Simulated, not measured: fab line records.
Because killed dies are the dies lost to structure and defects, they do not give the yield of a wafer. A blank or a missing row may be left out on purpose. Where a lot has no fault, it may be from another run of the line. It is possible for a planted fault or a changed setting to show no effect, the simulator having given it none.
Chamber matching / flow n5_finfet / pecvd-04 running N5_BEOL_M13_DEP_53: 3 sister chambers
The step deposits SiCN from 3MS/NH3, target thk 50 nm, time 17.8 s. 33 wafers are shown with their chamber, then 12 later ones without.

== WAFERS, EACH WITH ITS CHAMBER ==
wafer=L075.4; chamber=0; showerhead_plenum_p_Torr (Torr)=4.145; throttle_valve_pct (%)=18.3
wafer=L075.5; chamber=0; showerhead_plenum_p_Torr (Torr)=4.148; throttle_valve_pct (%)=18.7
wafer=L075.6; chamber=2; showerhead_plenum_p_Torr (Torr)=4.137; throttle_valve_pct (%)=18.8
wafer=L076.2; chamber=1; showerhead_plenum_p_Torr (Torr)=4.168; throttle_valve_pct (%)=17.9
wafer=L076.3; chamber=0; showerhead_plenum_p_Torr (Torr)=4.147; throttle_valve_pct (%)=18.5
wafer=L076.6; chamber=2; showerhead_plenum_p_Torr (Torr)=4.153; throttle_valve_pct (%)=18.5
wafer=L078.2; chamber=1; showerhead_plenum_p_Torr (Torr)=4.166; throttle_valve_pct (%)=18.2
wafer=L078.3; chamber=2; showerhead_plenum_p_Torr (Torr)=4.150; throttle_valve_pct (%)=18.6
wafer=L078.4; chamber=1; showerhead_plenum_p_Torr (Torr)=4.173; throttle_valve_pct (%)=18.0
wafer=L077.3; chamber=1; showerhead_plenum_p_Torr (Torr)=4.179; throttle_valve_pct (%)=18.3
wafer=L077.5; chamber=0; showerhead_plenum_p_Torr (Torr)=4.139; throttle_valve_pct (%)=18.8
wafer=L077.6; chamber=2; showerhead_plenum_p_Torr (Torr)=4.145; throttle_valve_pct (%)=18.6
wafer=L079.1; chamber=2; showerhead_plenum_p_Torr (Torr)=4.139; throttle_valve_pct (%)=18.4
wafer=L079.2; chamber=0; showerhead_plenum_p_Torr (Torr)=4.139; throttle_valve_pct (%)=19.0
wafer=L079.6; chamber=2; showerhead_plenum_p_Torr (Torr)=4.151; throttle_valve_pct (%)=18.8
wafer=L081.1; chamber=2; showerhead_plenum_p_Torr (Torr)=4.139; throttle_valve_pct (%)=18.9
wafer=L081.2; chamber=0; showerhead_plenum_p_Torr (Torr)=4.143; throttle_valve_pct (%)=18.9
wafer=L081.3; chamber=1; showerhead_plenum_p_Torr (Torr)=4.181; throttle_valve_pct (%)=17.9
wafer=L081.4; chamber=2; showerhead_plenum_p_Torr (Torr)=4.133; throttle_valve_pct (%)=18.5
wafer=L081.5; chamber=0; showerhead_plenum_p_Torr (Torr)=4.149; throttle_valve_pct (%)=18.7
wafer=L081.6; chamber=1; showerhead_plenum_p_Torr (Torr)=4.179; throttle_valve_pct (%)=17.9
wafer=L084.2; chamber=0; showerhead_plenum_p_Torr (Torr)=4.150; throttle_valve_pct (%)=18.7
wafer=L084.3; chamber=2; showerhead_plenum_p_Torr (Torr)=4.147; throttle_valve_pct (%)=18.7
wafer=L084.6; chamber=1; showerhead_plenum_p_Torr (Torr)=4.179; throttle_valve_pct (%)=18.0
wafer=L086.2; chamber=1; showerhead_plenum_p_Torr (Torr)=4.173; throttle_valve_pct (%)=18.1
wafer=L086.3; chamber=2; showerhead_plenum_p_Torr (Torr)=4.140; throttle_valve_pct (%)=18.8
wafer=L086.6; chamber=0; showerhead_plenum_p_Torr (Torr)=4.139; throttle_valve_pct (%)=18.6
wafer=L093.1; chamber=1; showerhead_plenum_p_Torr (Torr)=4.173; throttle_valve_pct (%)=17.7
wafer=L093.2; chamber=0; showerhead_plenum_p_Torr (Torr)=4.158; throttle_valve_pct (%)=19.0
wafer=L093.3; chamber=2; showerhead_plenum_p_Torr (Torr)=4.137; throttle_valve_pct (%)=18.9
wafer=L093.4; chamber=1; showerhead_plenum_p_Torr (Torr)=4.169; throttle_valve_pct (%)=17.9
wafer=L093.5; chamber=0; showerhead_plenum_p_Torr (Torr)=4.157; throttle_valve_pct (%)=18.4
wafer=L093.6; chamber=2; showerhead_plenum_p_Torr (Torr)=4.148; throttle_valve_pct (%)=19.0

SIGNATURES, as means of the wafers listed above
reading=showerhead_plenum_p_Torr; chamber 0=4.14673; chamber 1=4.17400; chamber 2=4.14325; scatter within a chamber=0.00624
reading=throttle_valve_pct; chamber 0=18.691; chamber 1=17.990; chamber 2=18.708; scatter within a chamber=0.199
Rule: a wafer's distance from a chamber is the root of the sum, over the readings, of the square of ((its reading less the chamber's mean) divided by the reading's scatter). If the next closest chamber is less than 2 further off than the closest, the wafer can't be placed; otherwise it belongs to the closest. How the scatter is found: for the shown wafers, subtract from each reading the mean of its chamber, square and add these, divide the total by (wafers less chambers), then take the root.

== WAFERS WITHOUT THEIR CHAMBER ==
wafer=L094.3; showerhead_plenum_p_Torr (Torr)=4.173; throttle_valve_pct (%)=17.9
wafer=L094.4; showerhead_plenum_p_Torr (Torr)=4.174; throttle_valve_pct (%)=17.8
wafer=L094.6; showerhead_plenum_p_Torr (Torr)=4.139; throttle_valve_pct (%)=18.9
wafer=L096.4; showerhead_plenum_p_Torr (Torr)=4.173; throttle_valve_pct (%)=17.9
wafer=L096.5; showerhead_plenum_p_Torr (Torr)=4.172; throttle_valve_pct (%)=18.2
wafer=L096.6; showerhead_plenum_p_Torr (Torr)=4.160; throttle_valve_pct (%)=18.8
wafer=L097.1; showerhead_plenum_p_Torr (Torr)=4.180; throttle_valve_pct (%)=18.0
wafer=L097.2; showerhead_plenum_p_Torr (Torr)=4.141; throttle_valve_pct (%)=18.9
wafer=L097.3; showerhead_plenum_p_Torr (Torr)=4.157; throttle_valve_pct (%)=18.9
wafer=L097.4; showerhead_plenum_p_Torr (Torr)=4.178; throttle_valve_pct (%)=17.9
wafer=L097.5; showerhead_plenum_p_Torr (Torr)=4.140; throttle_valve_pct (%)=18.9
wafer=L097.6; showerhead_plenum_p_Torr (Torr)=4.141; throttle_valve_pct (%)=18.3

== WHICH CHAMBER EACH ONE RAN IN ==
wafer=L094.3; from the rows above=1; in truth=1
wafer=L094.4; from the rows above=1; in truth=1
wafer=L094.6; from the rows above=can't be placed: 2 or 0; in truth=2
wafer=L096.4; from the rows above=1; in truth=1
wafer=L096.5; from the rows above=1; in truth=1
wafer=L096.6; from the rows above=can't be placed: 0 or 2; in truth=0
wafer=L097.1; from the rows above=1; in truth=1
wafer=L097.2; from the rows above=can't be placed: 2 or 0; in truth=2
wafer=L097.3; from the rows above=can't be placed: 0 or 2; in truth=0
wafer=L097.4; from the rows above=1; in truth=1
wafer=L097.5; from the rows above=can't be placed: 2 or 0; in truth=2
wafer=L097.6; from the rows above=can't be placed: 2 or 0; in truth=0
Correctly placed: 6 of 12. Can't be placed from these rows: 6 (the true chamber is among the candidates in 6). Placed wrongly: 0.
